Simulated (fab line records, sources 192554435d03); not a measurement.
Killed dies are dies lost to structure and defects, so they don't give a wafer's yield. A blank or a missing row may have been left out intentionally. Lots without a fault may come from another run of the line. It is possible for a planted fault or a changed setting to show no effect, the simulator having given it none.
fab line records | flow n5Finfet
record lots=7 | wafers=21
route steps=1938 shown BEOL_M14@1764 PAD_METAL@1896 PASSIVATION@1897
startH: hours from the record's opening day to when the first of the lot's shown wafers began | waitH: hours from the lot's prior step to this one | " as in the row above | L1.1+2: a single row standing in for several wafers | - value missing, or start not given | * or withheld: withheld | < > ~ a bound
route shown NAME@n: a module of which the file shows steps, and the number in the route of the first | usual: mean/standard deviation taken from wafers without a fault | same: alike in all rows | chamber/n: place in a boat | sites: readings site by site | _std_site: how widely they spread, as a standard deviation | _edge_site: outer sites' mean less inner sites' | radiusMm: how far each site lies from the wafer's centre | mask NAME#n: copy n | behind: the tool/chamber that last shaped the wafer | hold: reason for holding the lot/hours on hold/outcome of the hold | device: the transistor (n, p or np) that didn't switch | end of line: the same wafers' tests at the end of the route | where a step has no rows: the recipe by itself | killed: the dies lost at the first sort to structure and to defects; this is not the yield of the wafer | map: the dies of a wafer, with x for killed, . for not killed, _ for no die there
set.NAME: the run value of the setting; set.NAME@STEP: its run value at that earlier step | model.NAME: the simulator's own value behind a step, which no gauge read
one table per step and one row per wafer, for lots whose settings were changed on purpose
## steps
# step N5_BEOL_M14_SPUTTER_45
# recipe material=Cu | targetThkA=1000 | tempC=-20 | biasV=60 | powerW=26000 | chamberPressurePa=0.13 | timeS=16.67
lot.wafer  | tool          | chamber | startH | waitH | set.powerW
L076.1+2+5 | pvdSputter-01 | -       | 248.02 | 0.0   | 26000
L075.1+4   | pvdSputter-03 | -       | 264.87 | 0.0   | 26000
L075.2     | "             | -       | "      | "     | 23210
L079.3+5   | pvdSputter-01 | -       | 276.85 | 0.0   | 30200
L079.4     | "             | -       | "      | "     | 26000
L080.2+5   | pvdSputter-03 | -       | 301.25 | 0.0   | 22510
L080.3     | "             | -       | "      | "     | 26000
L089.2     | pvdSputter-02 | -       | 349.09 | 0.0   | 26000
L089.3+6   | "             | -       | "      | "     | 21640
L092.1+3+4 | pvdSputter-01 | -       | 357.92 | 0.0   | 26000
L097.2+5   | pvdSputter-01 | -       | 396.89 | 0.0   | 26000
L097.6     | "             | -       | "      | "     | 28770
# step N5_BEOL_M14_ECD_47
# recipe material=Cu | targetThkA=12480
# step N5_BEOL_M14_ANNEAL_48
# recipe tempC=225 | timeS=90 | ambient=N2
# step N5_BEOL_M14_CMP_49
# recipe stopOn=SiO2 | tOverpolishS=5.2 | downForcePsi=2 | platenRpm=80 | clearingPlatenDownForcePsi=2 | clearingPlatenRpm=80 | postCmpClean=cuAlkaline | targetThkNm=560 | clearingPlatenPadVelocityMS=1.5917 | padVelocityMS=1.5917
lot.wafer | tool   | chamber | startH | waitH | set.biasW@BEOL_M14_TRENCH_ETCH_34 | model.Cu_of_BEOL_M14_ECD_47.thkNm
L076.1    | cmp-02 | 1       | 248.63 | 0.3   | 1932                              | 542.4
L076.2    | "      | 0       | "      | "     | 1932                              | 548.8
L076.5    | "      | 2       | "      | "     | 2040                              | 575.2
L075.1    | cmp-04 | 0       | 266.10 | 0.3   | 2267                              | 588.2
L075.4    | "      | 2       | "      | "     | 2267                              | 586
L075.2    | "      | 3       | "      | "     | 2040                              | -
L079.3    | cmp-04 | 2       | 277.78 | 0.2   | 2336                              | -
L079.4    | "      | 3       | "      | "     | 2040                              | 543
L079.5    | "      | 2       | "      | "     | 2040                              | -
L080.3    | cmp-04 | 2       | 302.89 | 0.4   | 1888                              | 526.8
L080.2    | "      | 0       | "      | "     | 1888                              | -
L080.5    | "      | 3       | "      | "     | 2040                              | -
L089.3    | cmp-02 | 0       | 349.87 | 0.3   | 2040                              | -
L089.2    | "      | 1       | "      | "     | 2040                              | 547.6
L089.6    | "      | 1       | "      | "     | 1801                              | -
L092.4    | cmp-02 | 2       | 358.60 | 0.1   | 2040                              | 561.8
L092.1    | "      | 3       | "      | "     | 2040                              | 551
L092.3    | "      | 1       | "      | "     | 2040                              | 549.2
L097.2    | cmp-04 | 0       | 398.60 | 0.4   | 2040                              | 573.8
L097.5    | "      | 3       | "      | "     | 1840                              | 545
L097.6    | "      | 0       | "      | "     | 2040                              | -
# step N5_BEOL_M14_DEP_53
# recipe material=SiCN | targetThkA=500 | tempC=withheld | precursor=3MS/NH3 | pressureTorr=3 | rfW=675 | timeS=17.8
lot.wafer | tool     | chamber | startH | waitH | set.timeS | model.SiCN_of_BEOL_M14_DEP_53.thkNm
L076.1    | pecvd-01 | 1       | 248.98 | 0.0   | 17.8      | 48.8
L076.2    | "        | 2       | "      | "     | 15.74     | 43.2
L076.5    | "        | 1       | "      | "     | 15.74     | 44.4
L075.1    | pecvd-04 | 1       | 266.45 | 0.0   | 17.8      | 49.2
L075.2    | "        | 2       | "      | "     | 17.8      | 49.4
L075.4    | "        | 0       | "      | "     | 17.8      | 50.4
L079.3    | pecvd-04 | 2       | 278.10 | 0.0   | 16.54     | 45.2
L079.4    | "        | 0       | "      | "     | 16.54     | 46.8
L079.5    | "        | 1       | "      | "     | 17.8      | 49.6
L080.2    | pecvd-04 | 2       | 303.25 | 0.0   | 17.8      | 49.6
L080.3    | "        | 1       | "      | "     | 17.8      | 49.8
L080.5    | "        | 1       | "      | "     | 18.73     | 52.8
L089.2    | pecvd-04 | 2       | 350.23 | 0.0   | 16.61     | 46.6
L089.3    | "        | 0       | "      | "     | 17.8      | 50.6
L089.6    | "        | 1       | "      | "     | 16.61     | 47.6
L092.1    | pecvd-01 | 2       | 358.96 | 0.0   | 17.8      | 49.4
L092.3    | "        | 0       | "      | "     | 17.8      | 50.6
L092.4    | "        | 0       | "      | "     | 17.8      | 50.4
L097.2    | pecvd-01 | 0       | 398.92 | 0.0   | 17.8      | 50
L097.5    | "        | 1       | "      | "     | 15.73     | 44.4
L097.6    | "        | 2       | "      | "     | 17.8      | 50.6
# step N5_PASSIVATION_AL_DEP_21
# recipe material=Al | targetThkA=28000 | tempC=400 | timeS=170 | powerW=30000 | chamberPressurePa=0.4 | gas=Ar
lot.wafer | tool          | chamber | startH | waitH | set.timeS | model.Al_of_PASSIVATION_AL_DEP_21.thkNm
L076.1    | pvdSputter-02 | -       | 264.62 | 0.1   | 145.2     | 2406
L076.2    | "             | -       | "      | "     | 170       | 2799
L076.5    | "             | -       | "      | "     | 145.2     | 2375
L075.1    | pvdSputter-02 | -       | 284.04 | 0.1   | 144.7     | 2395
L075.2    | "             | -       | "      | "     | 170       | 2751
L075.4    | "             | -       | "      | "     | 170       | 2801
L079.3    | pvdSputter-03 | -       | 293.83 | 0.1   | 170       | 2810
L079.4    | "             | -       | "      | "     | 170       | 2811
L079.5    | "             | -       | "      | "     | 170       | 2816
L080.2    | pvdSputter-01 | -       | 317.35 | 0.1   | 170       | 2806
L080.3    | "             | -       | "      | "     | 170       | 2833
L080.5    | "             | -       | "      | "     | 170       | 2836
L089.2    | pvdSputter-02 | -       | 363.10 | 0.1   | 194.5     | 3233
L089.3    | "             | -       | "      | "     | 170       | 2759
L089.6    | "             | -       | "      | "     | 194.5     | 3200
L092.1    | pvdSputter-02 | -       | 374.86 | 0.1   | 170       | 2792
L092.3    | "             | -       | "      | "     | 170       | 2756
L092.4    | "             | -       | "      | "     | 170       | 2791
L097.2    | pvdSputter-03 | -       | 414.94 | 0.1   | 170       | 2827
L097.5    | "             | -       | "      | "     | 184.8     | 3085
L097.6    | "             | -       | "      | "     | 170       | 2878
# step N5_PASSIVATION_HMDS_23
# recipe timeS=60 | tempC=120
# step N5_PASSIVATION_COAT_24
# recipe spinRpm=3000 | resistThkNm=withheld
# step N5_PASSIVATION_SRD_72
# recipe dry=ipaMarangoni | timeS=30 | tempC=23 | rinseLiquid=diw
# step N5_PASSIVATION_ANNEAL_56
# recipe tempC=400 | timeS=1800 | ambient=FGA | idleTempC=300 | rampUpCPerMin=5 | rampDownCPerMin=3
# step N5_PASSIVATION_PROBE_49
# usual defectLimitedYield=91.0/1.5 | killed_at_M0_to_M3=34/9.1 | killed_at_M4_up=14/5.7 | killedAtContacts=13/5.7 | killedAtFrontEnd=42/12 | killedAtOther=4/3.4 | killedDies=106/17 | killedOpen=70/13 | killedShort=34/7.5 | sort_bin_4_leakage=0.00/0.014 | sort_bin_5_function=5.2/0.94 | sort_bin_6_memory=3.4/0.69 | sort_bin_8_speed=0.00/0.029 | sortNPass=1074/17 | sortYieldPct=91.0/1.5
# same grossDies=1180 | killedAtBackSide=0
lot.wafer | tool      | chamber | startH | waitH | set.timeS@PASSIVATION_AL_DEP_21 | defectLimitedYield[%] | killed_at_M0_to_M3 | killed_at_M4_up | killedAtContacts | killedAtFrontEnd | killedAtOther | killedDies | killedOpen | killedShort | sort_bin_4_leakage[%] | sort_bin_5_function[%] | sort_bin_6_memory[%] | sort_bin_8_speed[%] | sortNPass | sortYieldPct[%]
L076.1    | prober-02 | -       | 270.10 | 0.0   | 145.2                           | 88.7                  | 34                 | 19              | 19               | 60               | 1             | 133        | 85         | 39          | 0                     | 6.1                    | 4.2                  | 0                   | 1047      | 88.7
L076.2    | prober-02 | -       | 270.15 | 0.1   | 170                             | 92.3                  | 34                 | 13              | 2                | 40               | 2             | 91         | 54         | 35          | 0                     | 4.7                    | 2.5                  | 0                   | 1089      | 92.3
L076.5    | prober-02 | -       | 270.30 | 0.2   | 145.2                           | 91.3                  | 39                 | 12              | 17               | 33               | 2             | 103        | 63         | 40          | 0                     | 4.9                    | 3.2                  | 0                   | 1077      | 91.3
L075.1    | prober-02 | -       | 289.56 | 0.0   | 144.7                           | 91.8                  | 39                 | 19              | 15               | 24               | 0             | 97         | 61         | 21          | 0                     | 4.3                    | 3.6                  | 0                   | 1083      | 91.8
L075.2    | prober-02 | -       | 289.61 | 0.1   | 170                             | 90.8                  | 37                 | 22              | 19               | 28               | 3             | 109        | 68         | 25          | 0.08                  | 4.9                    | 3.8                  | 0                   | 1071      | 90.8
L075.4    | prober-02 | -       | 289.71 | 0.2   | 170                             | 91.3                  | 24                 | 18              | 12               | 49               | 0             | 103        | 62         | 35          | 0                     | 5.7                    | 2.7                  | 0                   | 1077      | 91.3
L079.3    | prober-01 | -       | 299.60 | 0.1   | 170                             | 80.6                  | 36                 | 11              | 116              | 56               | 10            | 229        | 84         | 34          | 0                     | 11.9                   | 5.9                  | 0                   | 951       | 80.6
L079.4    | prober-01 | -       | 299.65 | 0.2   | 170                             | 79.9                  | 43                 | 16              | 123              | 51               | 4             | 237        | 84         | 38          | 0                     | 11.9                   | 6.8                  | 0.08                | 942       | 79.8
L079.5    | prober-01 | -       | 299.70 | 0.2   | 170                             | 91.4                  | 32                 | 10              | 14               | 41               | 4             | 101        | 59         | 33          | 0                     | 5.0                    | 2.6                  | 0                   | 1079      | 91.4
L080.2    | prober-01 | -       | 322.94 | 0.1   | 170                             | 92.2                  | 21                 | 10              | 7                | 48               | 6             | 92         | 52         | 37          | 0                     | 4.3                    | 3.3                  | 0                   | 1088      | 92.2
L080.3    | prober-01 | -       | 322.99 | 0.1   | 170                             | 91.3                  | 29                 | 14              | 15               | 41               | 4             | 103        | 65         | 33          | 0                     | 5.2                    | 3.2                  | 0                   | 1077      | 91.3
L080.5    | prober-01 | -       | 323.09 | 0.2   | 170                             | 90.2                  | 48                 | 14              | 16               | 32               | 6             | 116        | 74         | 36          | 0                     | 6.3                    | 3.3                  | 0.17                | 1062      | 90.0
L089.2    | prober-02 | -       | 368.65 | 0.1   | 194.5                           | 78.3                  | 35                 | 14              | 16               | 48               | 143           | 256        | 70         | 43          | 0                     | 17.9                   | 3.6                  | 0                   | 924       | 78.3
L089.3    | prober-02 | -       | 368.70 | 0.1   | 170                             | 88.9                  | 31                 | 18              | 8                | 74               | 0             | 131        | 81         | 44          | 0                     | 6.0                    | 4.3                  | 0                   | 1049      | 88.9
L089.6    | prober-02 | -       | 368.85 | 0.3   | 194.5                           | 78.3                  | 20                 | 14              | 16               | 56               | 150           | 256        | 76         | 33          | 0                     | 18.4                   | 3.0                  | 0.08                | 923       | 78.2
L092.1    | prober-01 | -       | 380.87 | 0.0   | 170                             | 90.5                  | 39                 | 9               | 15               | 47               | 2             | 112        | 67         | 43          | 0                     | 5.2                    | 4.1                  | 0                   | 1068      | 90.5
L092.3    | prober-01 | -       | 380.97 | 0.1   | 170                             | 89.9                  | 36                 | 11              | 14               | 48               | 10            | 119        | 79         | 39          | 0                     | 6.1                    | 3.9                  | 0                   | 1061      | 89.9
L092.4    | prober-01 | -       | 381.02 | 0.2   | 170                             | 91.3                  | 35                 | 12              | 13               | 42               | 1             | 103        | 72         | 31          | 0                     | 5.5                    | 3.1                  | 0                   | 1077      | 91.3
L097.2    | prober-01 | -       | 421.86 | 0.1   | 170                             | 91.6                  | 34                 | 15              | 14               | 33               | 3             | 99         | 72         | 23          | 0                     | 5.1                    | 3.1                  | 0                   | 1081      | 91.6
L097.5    | prober-01 | -       | 422.01 | 0.2   | 184.8                           | 85.8                  | 49                 | 11              | 25               | 51               | 32            | 168        | 92         | 44          | 0                     | 10.1                   | 3.9                  | 0                   | 1012      | 85.8
L097.6    | prober-01 | -       | 422.06 | 0.3   | 170                             | 92.2                  | 35                 | 15              | 15               | 27               | 0             | 92         | 65         | 21          | 0                     | 4.8                    | 2.6                  | 0                   | 1088      | 92.2
# killed by level:class
L076.1 BEOL_M4:geometricParticle:open=15 MOL_CONTACT_COAG:geometricParticle:open=15 STI_FIN_REVEAL:geometricParticle:open=11 FIN_SAQP:geometricParticle:short=10 FIN_SAQP:geometricParticle:open=9 FIN_SAQP:areaPeb=8 BEOL_M0_SAQP:geometricParticle:open=7 BEOL_M2:geometricParticle:open=7
L076.2 GATE_CUT:geometricParticle:short=9 STI_FIN_REVEAL:geometricParticle:open=8 FIN_SAQP:geometricParticle:open=7 FIN_SAQP:geometricParticle:short=7 BEOL_M0_SAQP:geometricParticle:short=7 BEOL_M0_SAQP:geometricParticle:open=7 BEOL_M1:geometricParticle:open=7 BEOL_M2:geometricParticle:open=5
L076.5 MOL_CONTACT_COAG:geometricParticle:open=15 BEOL_M0_SAQP:geometricParticle:short=13 BEOL_M0_SAQP:geometricParticle:open=10 FIN_SAQP:geometricParticle:short=7 STI_FIN_REVEAL:geometricParticle:open=5 BEOL_M1:geometricParticle:open=5 BEOL_M4:geometricParticle:open=4 STARTING-WAFER:geometricParticle:short=4
L075.1 BEOL_M1:geometricParticle:open=11 MOL_CONTACT_COAG:areaExpose=10 STI_FIN_REVEAL:geometricParticle:open=9 BEOL_M0_SAQP:geometricParticle:short=8 BEOL_M0_SAQP:geometricParticle:open=7 BEOL_M4:geometricParticle:open=7 FIN_SAQP:geometricParticle:open=6 BEOL_M2:geometricParticle:open=6
L075.2 BEOL_M4:geometricParticle:open=14 MOL_CONTACT_COAG:areaExpose=10 STI_FIN_REVEAL:geometricParticle:open=9 BEOL_M0_SAQP:geometricParticle:open=9 BEOL_M1:geometricParticle:open=9 MOL_CONTACT_COAG:geometricParticle:open=8 BEOL_M0_SAQP:geometricParticle:short=6 BEOL_M2:geometricParticle:open=4
L075.4 FIN_SAQP:geometricParticle:short=12 BEOL_M4:geometricParticle:open=11 MOL_CONTACT_COAG:geometricParticle:open=10 STI_FIN_REVEAL:geometricParticle:open=9 BEOL_M1:geometricParticle:open=9 BEOL_M0_SAQP:geometricParticle:short=8 FIN_SAQP:geometricParticle:open=7 STI_FIN_REVEAL:geometricParticle:short=5
L079.3 MOL_CONTACT_COAG:areaExpose=96 MOL_CONTACT_COAG:geometricParticle:open=15 STI_FIN_REVEAL:geometricParticle:open=12 DUMMY_GATE:areaExpose=9 BEOL_M1:geometricParticle:open=8 BEOL_M3:geometricParticle:open=8 FIN_SAQP:geometricParticle:short=7 FIN_SAQP:geometricParticle:open=5
L079.4 MOL_CONTACT_COAG:areaExpose=107 MOL_CONTACT_COAG:geometricParticle:open=15 FIN_SAQP:geometricParticle:short=12 BEOL_M1:geometricParticle:open=11 BEOL_M3:geometricParticle:open=10 FIN_SAQP:geometricParticle:open=9 BEOL_M0_SAQP:geometricParticle:open=8 DUMMY_GATE:areaExpose=7
L079.5 MOL_CONTACT_COAG:geometricParticle:open=11 BEOL_M0_SAQP:geometricParticle:short=8 HKMG_FIN:areaEtch=8 FIN_SAQP:geometricParticle:open=6 STI_FIN_REVEAL:geometricParticle:open=6 BEOL_M0_SAQP:geometricParticle:open=6 FIN_SAQP:geometricParticle:short=5 GATE_CUT:geometricParticle:open=5
L080.2 FIN_SAQP:geometricParticle:short=8 BEOL_M2:geometricParticle:open=8 DUMMY_GATE:geometricParticle:open=7 GATE_CUT:geometricParticle:short=7 FIN_SAQP:geometricParticle:open=6 MOL_CONTACT_COAG:geometricParticle:open=5 BEOL_M1:geometricParticle:open=5 STARTING-WAFER:geometricParticle:open=5
L080.3 MOL_CONTACT_COAG:geometricParticle:open=12 BEOL_M2:geometricParticle:open=11 STI_FIN_REVEAL:geometricParticle:open=9 BEOL_M4:geometricParticle:open=8 GATE_CUT:geometricParticle:short=7 BEOL_M1:geometricParticle:open=6 FIN_SAQP:geometricParticle:open=5 GATE_CUT:geometricParticle:open=5
L080.5 MOL_CONTACT_COAG:geometricParticle:open=13 BEOL_M2:geometricParticle:open=12 BEOL_M1:geometricParticle:open=11 BEOL_M0_SAQP:geometricParticle:short=10 BEOL_M4:geometricParticle:open=9 STI_FIN_REVEAL:geometricParticle:open=6 GATE_CUT:geometricParticle:short=5 BEOL_M0_SAQP:geometricParticle:open=4
L089.2 PASSIVATION:areaEtch=143 FIN_SAQP:geometricParticle:open=18 FIN_SAQP:geometricParticle:short=15 MOL_CONTACT_COAG:geometricParticle:open=10 GATE_CUT:geometricParticle:short=7 BEOL_M0_SAQP:geometricParticle:short=7 BEOL_M0_SAQP:geometricParticle:open=7 BEOL_M2:geometricParticle:open=7
L089.3 FIN_SAQP:geometricParticle:open=18 STI_FIN_REVEAL:geometricParticle:open=13 DUMMY_GATE:geometricParticle:open=12 BEOL_M2:geometricParticle:open=10 FIN_SAQP:geometricParticle:short=9 STI_FIN_REVEAL:geometricParticle:short=7 BEOL_M0_SAQP:geometricParticle:short=7 MOL_CONTACT_COAG:geometricParticle:open=6
L089.6 PASSIVATION:areaEtch=145 FIN_SAQP:geometricParticle:open=21 MOL_CONTACT_COAG:geometricParticle:open=13 FIN_SAQP:geometricParticle:short=9 STI_FIN_REVEAL:geometricParticle:open=9 BEOL_M4:geometricParticle:open=9 BEOL_M2:geometricParticle:open=5 BEOL_M0_SAQP:geometricParticle:short=4
L092.1 MOL_CONTACT_COAG:geometricParticle:open=13 FIN_SAQP:geometricParticle:open=10 BEOL_M0_SAQP:geometricParticle:short=9 BEOL_M3:geometricParticle:short=9 ILD0:geometricParticle:open=8 BEOL_M3:geometricParticle:open=8 FIN_SAQP:geometricParticle:short=7 ILD0:geometricParticle:short=6
L092.3 FIN_SAQP:geometricParticle:open=12 MOL_CONTACT_COAG:geometricParticle:open=12 BEOL_M1:geometricParticle:open=9 FIN_SAQP:geometricParticle:short=8 BEOL_M1:geometricParticle:short=8 DUMMY_GATE:geometricParticle:open=5 BEOL_M2:geometricParticle:open=5 BEOL_M3:geometricParticle:open=5
L092.4 FIN_SAQP:geometricParticle:open=12 MOL_CONTACT_COAG:geometricParticle:open=10 FIN_SAQP:geometricParticle:short=9 STI_FIN_REVEAL:geometricParticle:open=8 BEOL_M0_SAQP:geometricParticle:short=7 BEOL_M1:geometricParticle:open=7 BEOL_M2:geometricParticle:open=7 BEOL_M3:geometricParticle:open=5
L097.2 BEOL_M2:geometricParticle:open=13 FIN_SAQP:geometricParticle:open=10 MOL_CONTACT_COAG:geometricParticle:open=10 FIN_SAQP:geometricParticle:short=7 BEOL_M1:geometricParticle:open=7 BEOL_M0_SAQP:geometricParticle:open=5 STI_FIN_REVEAL:geometricParticle:open=4 MOL_CONTACT_COAG:geometricParticle:short=4
L097.5 PASSIVATION:areaEtch=30 MOL_CONTACT_COAG:geometricParticle:open=17 FIN_SAQP:geometricParticle:open=16 BEOL_M1:geometricParticle:open=10 BEOL_M3:geometricParticle:open=10 BEOL_M2:geometricParticle:open=9 FIN_SAQP:geometricParticle:short=8 MOL_CONTACT_COAG:geometricParticle:short=8
L097.6 MOL_CONTACT_COAG:geometricParticle:open=12 BEOL_M3:geometricParticle:open=11 BEOL_M4:geometricParticle:open=9 BEOL_M2:geometricParticle:open=7 BEOL_M0_SAQP:geometricParticle:short=5 BEOL_M1:geometricParticle:open=5 FIN_SAQP:geometricParticle:open=4 HKMG_FIN:areaEtch=4
## key
split step=N5_BEOL_M14_SPUTTER_45 | setting=powerW | stated=26000 | by=wafer
response none clear
split step=N5_BEOL_M14_DEP_53 | setting=timeS | stated=17.8 | by=wafer
response step=N5_BEOL_M14_DEP_53 | reading=model.SiCN_of_BEOL_M14_DEP_53.thkNm | change=+0.49 | per=1% | r=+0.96
split step=N5_PASSIVATION_AL_DEP_21 | setting=timeS | stated=170 | by=wafer
response step=N5_PASSIVATION_AL_DEP_21 | reading=model.Al_of_PASSIVATION_AL_DEP_21.thkNm | change=+28.2 | per=1% | r=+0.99
response step=N5_PASSIVATION_PROBE_49 | reading=killedAtOther | shape=bent | atLowest=0 | atStated=4 | atHighest=146
split outsideThisFile step=N5_BEOL_M14_TRENCH_ETCH_34 setting=biasW
# split outsideThisFile: this setting was split too, and the file shows its column; the key of that split is in another file
